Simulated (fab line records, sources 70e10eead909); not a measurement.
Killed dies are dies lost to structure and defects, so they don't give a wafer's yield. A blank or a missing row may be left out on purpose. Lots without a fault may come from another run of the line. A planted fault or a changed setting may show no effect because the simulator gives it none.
fab line records | flow nand_harc
record lots=6 wafers=18 last_day=32
route steps=1302 shown A_CONTACT@1024 END@1302
lots that met no fault: from a run of the same line without faults
start_h: hours from the record's first day to the start of the lot's first wafer shown | wait_h: hours since the lot's step before | " the same as in the row above | L1.1+2: a row that stands for several wafers | - no value, or no start given | * or withheld: withheld | < > ~ a bound
route shown NAME@n: a module of which the file shows steps, and the number in the route of the first | usual: mean/standard deviation of fault-free wafers | same: alike in all rows | chamber/n: place in a boat | sites: the reading at each site | _std_site: their standard deviation | _edge_site: outer sites' mean less inner sites' | radius_mm: how far each site lies from the wafer's centre | mask NAME#n: copy n | behind: the tool/chamber that last shaped the wafer | hold: why the lot was held/for how many hours/how that ended | device: the transistor (n, p or np) that didn't switch | end of line: the same wafers' tests at the end of the route | a step without rows: its recipe alone | killed: dies lost to structure and defects at the first sort, not the wafer's yield | map: a wafer's dies, x killed, . not, _ none there
set.NAME: the setting as run; set.NAME@STEP: as run at that earlier step | model.NAME: the simulator's own value behind a step, which no gauge read
lots at some steps of the route; a table a step, a row a wafer
services: from which hour (start_h, from the record's first day; less than 0 if before it) a tool's chamber was out of use, for how many hours, and why
## steps
# step NHARC_A_CONTACT_ETCH_102
# recipe target_depth_a=1000 overetch_a=100 time_s=55 ion_energy_ev=100 cf4_flow_sccm=80 o2_flow_sccm=20 ar_flow_sccm=0 rf_w=300 bias_w=100 chemistry=CF4/O2
# usual chamber_pressure_mTorr=29.999/0.027 drypump_motor_current_A=5.8/0.34 oes_product_au=0.999/0.0069 rf_vpp_V=198.0/1.7 showerhead_plenum_p_Torr=1.34/0.076 throttle_valve_pct=13.397/0.0082
# same time_s=55
# columns lot.wafer tool chamber start_h wait_h chamber_pressure_mTorr drypump_motor_current_A oes_product_au rf_hours_counter_h rf_vpp_V showerhead_plenum_p_Torr throttle_valve_pct
L121.4 rie_diel-07 2 491.77 0.1 30.033 6.0 1.003 5 196.6 1.31 13.394
L121.2 " 0 " " 29.970 5.9 1.005 7 199.1 1.44 13.392
L121.1 " 1 " " 30.014 5.8 0.990 6 198.1 1.33 13.398
L127.3 rie_diel-03 0 567.61 0.1 30.018 5.2 0.987 43 198.6 1.27 13.399
L127.4 " 2 " " 30.010 5.0 1.006 38 198.6 1.40 13.401
L127.5 " 0 " " 30.000 5.2 0.995 - 197.0 1.27 13.397
L128.3 rie_diel-07 2 568.54 0.1 29.996 6.0 1.005 21 199.2 1.31 13.398
L128.6 " 3 " " 30.044 5.6 0.992 - 196.7 1.24 13.389
L128.5 " 0 " " 29.941 5.9 0.999 - 200.0 1.44 13.399
L130.3 rie_diel-05 2 580.82 0.1 29.955 6.1 1.003 4 200.9 1.44 13.390
L130.4 " 1 " " 29.957 5.4 0.992 - 197.5 1.35 13.400
L130.5 " 2 " " 30.007 6.2 0.998 - 199.2 1.45 13.390
L131.3 rie_diel-05 2 588.51 0.1 29.980 6.1 1.005 8 201.2 1.44 13.390
L131.4 " 1 " " 29.996 5.3 1.003 - 197.8 1.35 13.391
L131.6 " 0 " " 29.973 6.3 1.004 - 200.3 1.43 13.400
L132.2 rie_diel-07 2 609.50 0.0 30.019 6.0 1.002 27 196.3 1.31 13.388
L132.1 " 1 " " 30.032 5.9 1.005 26 197.6 1.33 13.414
L132.6 " 3 " " 29.999 5.5 0.995 - 195.7 1.24 13.391
# step NHARC_A_CONTACT_STRIP_55
# recipe o2_flow_sccm=500 ar_flow_sccm=0 bias_w=0 chemistry=O2
# usual chamber_pressure_mTorr=59.99/0.052 drypump_motor_current_A=5.8/0.33 oes_product_au=0.999/0.0071 rf_vpp_V=57.8/0.88 showerhead_plenum_p_Torr=3.55/0.19 throttle_valve_pct=17.037/0.0087
# columns lot.wafer tool chamber start_h wait_h chamber_pressure_mTorr drypump_motor_current_A oes_product_au rf_hours_counter_h rf_vpp_V showerhead_plenum_p_Torr throttle_valve_pct
L121.1 rie_diel-07 2 - - 59.99 6.0 1.011 5 57.0 3.46 17.029
L121.4 " 3 " " 59.98 5.6 0.987 7 57.7 3.30 17.031
L121.2 " 0 " " 59.99 5.9 0.991 7 57.6 3.80 17.026
L127.3 rie_diel-03 0 - - 59.97 5.2 0.989 43 58.3 3.38 17.031
L127.4 " 2 " " 59.88 5.0 0.990 38 59.2 3.70 17.031
L127.5 " 3 " " 59.89 6.1 0.996 - 59.0 3.78 17.035
L128.3 rie_diel-07 0 - - 60.06 6.0 0.994 24 57.5 3.79 17.025
L128.5 " 2 " " 60.01 6.0 1.000 - 57.6 3.46 17.035
L128.6 " 3 " " 60.02 5.6 1.010 - 58.5 3.29 17.032
L130.3 rie_diel-05 2 - - 59.97 6.1 1.003 4 57.7 3.81 17.041
L130.4 " 2 " " 59.93 6.2 1.007 - 58.9 3.81 17.046
L130.5 " 0 " " 59.98 6.3 0.996 - 58.4 3.77 17.025
L131.3 rie_diel-05 2 - - 59.98 6.1 0.993 8 58.6 3.80 17.035
L131.6 " 2 " " 59.97 6.1 0.994 - 58.9 3.80 17.054
L131.4 " 0 " " 60.04 6.3 0.997 - 59.1 3.77 17.032
L132.2 rie_diel-07 3 - - 60.08 5.6 0.995 31 58.6 3.29 17.038
L132.1 " 0 " " 60.00 6.0 0.992 30 58.3 3.79 17.045
L132.6 " 3 " " 59.98 5.6 1.013 - 56.3 3.29 17.040
# step NHARC_A_CONTACT_STRIP_56
# recipe time_s=600 temp_c=30 chemistry=post_etch_residue_remover
# step NHARC_A_CONTACT_DEP_57
# recipe target_thk_a=53000 temp_c=400 material=aC
# usual throttle_valve_pct=35.000/0.0082
# columns lot.wafer tool chamber start_h wait_h throttle_valve_pct
L121.1 acl_dep-03 0 492.43 - 35.014
L121.2 " 0 " " 35.006
L121.4 " 0 494.04 - 35.016
L127.3 acl_dep-03 0 571.75 - 35.006
L127.4 " 0 " " 35.008
L127.5 " 0 " " 34.997
L128.3 acl_dep-01 0 573.22 - 34.995
L128.5 " 0 574.30 - 34.999
L128.6 " 0 " " 34.999
L130.3 acl_dep-01 0 587.40 - 34.997
L130.4 " 0 " " 34.998
L130.5 " 0 " " 35.001
L131.3 acl_dep-03 0 592.15 - 35.001
L131.4 " 0 " " 35.000
L131.6 " 0 593.74 - 34.997
L132.1 acl_dep-01 0 610.92 - 34.990
L132.2 " 0 " " 35.008
L132.6 " 0 613.59 - 35.012
# step NHARC_A_CONTACT_DEP_58
# recipe target_thk_a=900 target_thk_nm=90 temp_c=400 pressure_torr=3.5 flow_sccm=200 rf_w=350 material=SiON
# usual chamber_pressure_Torr=3.501/0.0088 heater_power_w=763/100
# columns lot.wafer tool chamber start_h wait_h chamber_pressure_Torr heater_power_w
L121.1 pecvd-04 0 495.71 2.7 3.497 728
L121.2 " 1 " " 3.493 850
L121.4 " 0 " " 3.511 747
L127.3 pecvd-04 0 574.25 2.0 3.500 745
L127.4 " 0 " " 3.500 753
L127.5 " 2 " " 3.516 878
L128.3 pecvd-03 2 575.43 1.7 3.495 630
L128.6 " 1 " " 3.497 665
L128.5 " 2 " " 3.496 644
L130.3 pecvd-02 1 589.56 1.6 3.493 820
L130.4 " 0 " " 3.506 940
L130.5 " 2 " " 3.496 810
L131.3 pecvd-04 2 594.29 1.6 3.503 764
L131.4 " 2 " " 3.504 758
L131.6 " 1 " " 3.503 765
L132.1 pecvd-02 2 614.49 3.0 3.498 990
L132.2 " 0 " " 3.507 888
L132.6 " 0 " " 3.501 912
# step NHARC_A_CONTACT_DEHYDRATE_59
# recipe temp_c=150 time_s=120
# step NHARC_A_CONTACT_HMDS_60
# recipe time_s=30
# step NHARC_A_CONTACT_COAT_61
# recipe temp_c=260 time_s=75
# step NHARC_A_CONTACT_COAT_62
# recipe temp_c=225 time_s=65
# step NHARC_A_CONTACT_COAT_63
# recipe spin_rpm=1500 resist_thk_nm=90
# step NHARC_A_CONTACT_SOFTBAKE_64
# recipe temp_c=105 time_s=55
# step NHARC_A_CONTACT_EBR_65
# step NHARC_A_CONTACT_EXPOSE_66
# recipe na=1.35 sigma_outer=0.8 dose_mj=59.02 mask_id=A_CC_2
# usual exposure_dose_mJ_cm2=59.6/0.34
# same na=1.35
# columns lot.wafer tool chamber start_h wait_h mask exposure_dose_mJ_cm2
L121.1 arfi_scanner-03 0 496.27 - A_CC_2#0 59.5
L121.2 " 0 " " A_CC_2#0 59.5
L121.4 " 0 " " A_CC_2#0 59.5
L127.3 arfi_scanner-03 0 574.84 - A_CC_2#0 52.2
L127.4 " 0 " " A_CC_2#0 52.3
L127.5 " 0 " " A_CC_2#0 52.2
L128.3 arfi_scanner-03 0 575.86 - A_CC_2#0 53.6
L128.5 " 0 " " A_CC_2#0 53.8
L128.6 " 0 " " A_CC_2#0 53.6
L130.3 arfi_scanner-01 0 589.99 - A_CC_2#0 60.0
L130.4 " 0 " " A_CC_2#0 60.1
L130.5 " 0 " " A_CC_2#0 60.0
L131.3 arfi_scanner-02 0 594.88 - A_CC_2#0 59.6
L131.4 " 0 " " A_CC_2#0 59.5
L131.6 " 0 " " A_CC_2#0 59.5
L132.1 arfi_scanner-01 0 615.07 - A_CC_2#0 59.9
L132.2 " 0 " " A_CC_2#0 60.0
L132.6 " 0 " " A_CC_2#0 59.9
# step NHARC_A_CONTACT_PEB_67
# recipe peb_temp_c=100 peb_time_s=65
# step NHARC_A_CONTACT_DEVELOP_68
# recipe develop_time_s=35 dev_temp_c=23
# step NHARC_A_CONTACT_CD_MEAS_69
# recipe target_cd_nm=300 landing_energy_ev=500
# usual cd_nm=300.0/0.45
# columns lot.wafer tool chamber start_h wait_h cd_nm
L121.1 cd_sem-03 0 496.41 - 300.5
L121.2 " 0 " " 300.8
L121.4 " 0 " " 300.5
L127.3 cd_sem-02 0 574.98 - 293.7
L127.4 " 0 " " 294.9
L127.5 " 0 " " 294.5
L128.3 cd_sem-03 0 576.00 - 295.8
L128.5 " 0 " " 295.7
L128.6 " 0 " " 295.5
L130.3 cd_sem-03 0 590.13 - 299.6
L130.4 " 0 " " 299.9
L130.5 " 0 " " 298.9
L131.3 cd_sem-02 0 595.02 - 300.6
L131.4 " 0 " " 300.7
L131.6 " 0 " " 299.8
L132.1 cd_sem-02 0 615.21 - 299.3
L132.2 " 0 " " 300.2
L132.6 " 0 " " 299.4
# step NHARC_A_CONTACT_OVL_MEAS_70
# usual overlay_x_nm=-0.3/0.87 overlay_y_nm=0.0/0.96
# columns lot.wafer tool chamber start_h wait_h overlay_x_nm overlay_y_nm
L121.1 overlay-01 - 496.49 - -0.7 -0.1
L121.2 " - " " -1.3 -0.1
L121.4 " - " " -1.1 -0.5
L127.3 overlay-02 - 575.06 - -0.1 1.0
L127.4 " - " " -0.2 0.7
L127.5 " - " " 0.0 0.8
L128.3 overlay-01 - 576.08 - -0.2 1.8
L128.5 " - " " -0.5 2.4
L128.6 " - " " -0.2 1.7
L130.3 overlay-02 - 590.21 - -1.4 0.3
L130.4 " - " " -2.2 -0.1
L130.5 " - " " -1.6 -0.4
L131.3 overlay-01 - 595.10 - 0.7 -1.9
L131.4 " - " " 1.3 -1.4
L131.6 " - " " 1.3 -1.7
L132.1 overlay-02 - 615.30 - 2.2 0.2
L132.2 " - " " 1.8 0.6
L132.6 " - " " 1.9 0.9
# step NHARC_END_SORT_01
# recipe temp_c=25
# usual killed_at_array=47/14 killed_at_other=0.5/0.72 killed_at_periphery=4/3.1 killed_dies=52/15 killed_open=3.2/1.9 killed_short=2.4/1.7
# same gross_dies=677
# columns lot.wafer tool chamber start_h wait_h killed_at_array killed_at_other killed_at_periphery killed_dies killed_open killed_short
L127.3 prober-01 0 744.64 3.1 56 0 2 58 3 1
L127.4 prober-01 0 745.46 3.4 49 0 0 49 0 2
L127.5 prober-01 0 746.28 3.8 54 0 2 56 7 0
L128.3 prober-02 0 747.11 3.1 36 1 4 41 3 1
L128.5 prober-02 0 748.73 3.7 34 0 2 36 6 2
L128.6 prober-02 0 749.54 4.0 39 0 6 45 2 4
L130.3 prober-01 0 752.45 3.1 50 0 3 53 3 1
L130.4 prober-01 0 753.25 3.4 35 1 9 45 2 1
L130.5 prober-01 0 754.05 3.7 35 1 2 38 1 2
L131.3 prober-02 0 762.68 3.1 38 0 4 42 4 3
L131.4 prober-02 0 763.48 3.4 27 1 2 30 3 3
L131.6 prober-02 0 765.07 4.0 40 0 1 41 0 1
# killed by level:class
L127.3 A_CHANNEL_HOLE_D1:chamber_film_flake=30 A_CHANNEL_HOLE_D2:chamber_film_flake=14 A_CONTACT:chamber_film_flake=3 A_STAIRCASE:chamber_film_flake=2 A_SLIT:chamber_film_flake=2 P_M0:geometric_particle:short=1 A_SOURCE_PLATE:geometric_particle:open=1 A_BLC:geometric_particle:open=1
L127.4 A_CHANNEL_HOLE_D1:chamber_film_flake=30 A_CHANNEL_HOLE_D2:chamber_film_flake=7 A_WL_FILL:chamber_film_flake=4 A_DECK1_JOINT:geometric_particle:short=2 A_ZERO_WELL:chamber_film_flake=2 A_CONTACT:chamber_film_flake=2 A_DECK1_JOINT:chamber_film_flake=1 A_M1:chamber_film_flake=1
L127.5 A_CHANNEL_HOLE_D1:chamber_film_flake=26 A_WL_FILL:chamber_film_flake=5 A_CHANNEL_HOLE_D2:chamber_film_flake=4 A_STAIRCASE:chamber_film_flake=4 A_CONTACT:chamber_film_flake=4 A_CHANNEL_HOLE_D2:geometric_particle:open=2 A_ZERO_WELL:chamber_film_flake=2 A_M1:chamber_film_flake=2
L128.3 A_SLIT:chamber_film_flake=15 A_CHANNEL_HOLE_D1:chamber_film_flake=8 A_WL_FILL:chamber_film_flake=4 A_CHANNEL_HOLE_D2:unspecified=2 A_CONTACT:chamber_film_flake=2 A_M1:chamber_film_flake=2 P_GATE:geometric_particle:short=1 P_M0:geometric_particle:open=1
L128.5 A_SLIT:chamber_film_flake=15 A_CHANNEL_FILL_D1:chamber_film_flake=3 A_CHANNEL_HOLE_D1:chamber_film_flake=2 A_CHANNEL_HOLE_D2:unspecified=2 A_WL_FILL:chamber_film_flake=2 A_CONTACT:chamber_film_flake=2 A_M1:chamber_film_flake=2 P_CONTACT:geometric_particle:open=1
L128.6 A_SLIT:chamber_film_flake=25 A_WL_FILL:chamber_film_flake=3 P_GATE:chamber_film_flake=2 P_CONTACT:chamber_film_flake=2 A_CHANNEL_HOLE_D1:chamber_film_flake=2 A_CONTACT:chamber_film_flake=2 P_STI:geometric_particle:short=1 A_CHANNEL_FILL_D1:geometric_particle:open=1
L130.3 A_CHANNEL_HOLE_D1:chamber_film_flake=35 A_STAIRCASE:chamber_film_flake=4 A_SLIT:chamber_film_flake=3 A_WL_FILL:chamber_film_flake=3 A_CHANNEL_HOLE_D2:chamber_film_flake=2 P_CONTACT:geometric_particle:open=1 P_M0:geometric_particle:open=1 A_ONON_D1:geometric_particle:short=1
L130.4 A_CHANNEL_HOLE_D1:chamber_film_flake=20 A_STAIRCASE:chamber_film_flake=7 P_STI:chamber_film_flake=3 P_CONTACT:chamber_film_flake=3 P_ZERO_WELL:chamber_film_flake=2 P_M2:geometric_particle:open=1 A_DECK1_JOINT:geometric_particle:short=1 A_CONTACT:geometric_particle:open=1
L130.5 A_CHANNEL_HOLE_D1:chamber_film_flake=23 A_STAIRCASE:chamber_film_flake=3 A_M0:chamber_film_flake=3 P_CONTACT:chamber_film_flake=2 A_SLIT:chamber_film_flake=2 A_ONON_D2:geometric_particle:short=1 A_WL_FILL:geometric_particle:open=1 STARTING-WAFER:geometric_particle:short=1
L131.3 A_SLIT:chamber_film_flake=26 P_CONTACT:geometric_particle:short=2 A_CHANNEL_HOLE_D1:chamber_film_flake=2 P_GATE:geometric_particle:short=1 A_ONON_D1:geometric_particle:open=1 A_CHANNEL_FILL_D1:geometric_particle:open=1 A_CHANNEL_HOLE_D2:geometric_particle:open=1 A_M0:geometric_particle:open=1
L131.4 A_SLIT:chamber_film_flake=17 A_STAIRCASE:chamber_film_flake=2 A_SGD_CUT:chamber_film_flake=2 P_CONTACT:geometric_particle:open=1 A_ONON_D2:geometric_particle:short=1 A_WL_FILL:geometric_particle:short=1 A_CONTACT:geometric_particle:open=1 A_M0:geometric_particle:short=1
L131.6 A_SLIT:chamber_film_flake=25 A_CHANNEL_HOLE_D1:chamber_film_flake=4 A_STAIRCASE:chamber_film_flake=3 A_SGD_CUT:chamber_film_flake=2 A_WL_FILL:chamber_film_flake=2 A_SOURCE_PLATE:geometric_particle:short=1 P_BONDPAD:chamber_film_flake=1 A_DECK1_JOINT:chamber_film_flake=1
## services
# columns tool chamber start_h hours kind
rie_diel-07 0 480.94 - clean
rie_diel-07 1 480.94 - clean
rie_diel-07 2 480.94 - clean
rie_diel-07 3 480.94 - clean
arfi_scanner-02 - 481.22 0.7 repair
arfi_scanner-02 - 500.59 19.5 repair
acl_dep-01 - 505.47 1.0 repair
rie_diel-07 0 505.62 - clean
rie_diel-07 1 505.62 - clean
rie_diel-07 2 505.62 - clean
arfi_scanner-03 - 516.00 4.0 pm
pecvd-03 - 523.28 13.0 pm
acl_dep-01 - 529.93 13.0 pm
rie_diel-05 3 534.63 5.9 repair
arfi_scanner-01 - 558.76 14.8 repair
rie_diel-05 - 559.63 9.0 pm
arfi_scanner-03 - 562.22 0.4 repair
pecvd-02 - 565.00 13.0 pm
arfi_scanner-02 - 570.03 7.8 repair
arfi_scanner-03 - 581.98 0.8 repair
pecvd-04 - 595.98 1.0 repair
pecvd-04 - 607.23 13.0 pm
rie_diel-03 3 607.91 3.9 repair
rie_diel-03 - 611.37 9.0 pm
## key
first_sign step=NHARC_A_CONTACT_EXPOSE_66 reading=exposure_dose_mJ_cm2 direction=down sigmas=19 usual=59.6 struck=52.9
effect step=NHARC_A_CONTACT_CD_MEAS_69 reading=cd_nm direction=down sigmas=11 usual=300.0 struck=295.0 through=control_loop
met_at NHARC_A_CONTACT_EXPOSE_66
struck_wafers L127.3,L127.4,L127.5,L128.3,L128.5,L128.6
tester_left_out L127,L128
loop_trim step=NHARC_A_CONTACT_EXPOSE_66 setting=dose lots=L128
onset_between 496.27 574.84
fault kind=process_parameter_drift tool=arfi_scanner-03 chamber=- onset_h=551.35 steps=NHARC_A_CONTACT_EXPOSE_66 channel=dose_mj offset=-7.3065 shape=step acts_in=these_recipes_only stated=59.02
# tester_left_out: of these lots the tester's yield and bins aren't shown, on N5 and GAA mostly nor the transistor test; their killed dies are dies lost to structure and defects alone, not to doping, threshold or leakage, so they don't give the yield
# loop_trim: a control loop set the setting to another value than it would have without faults
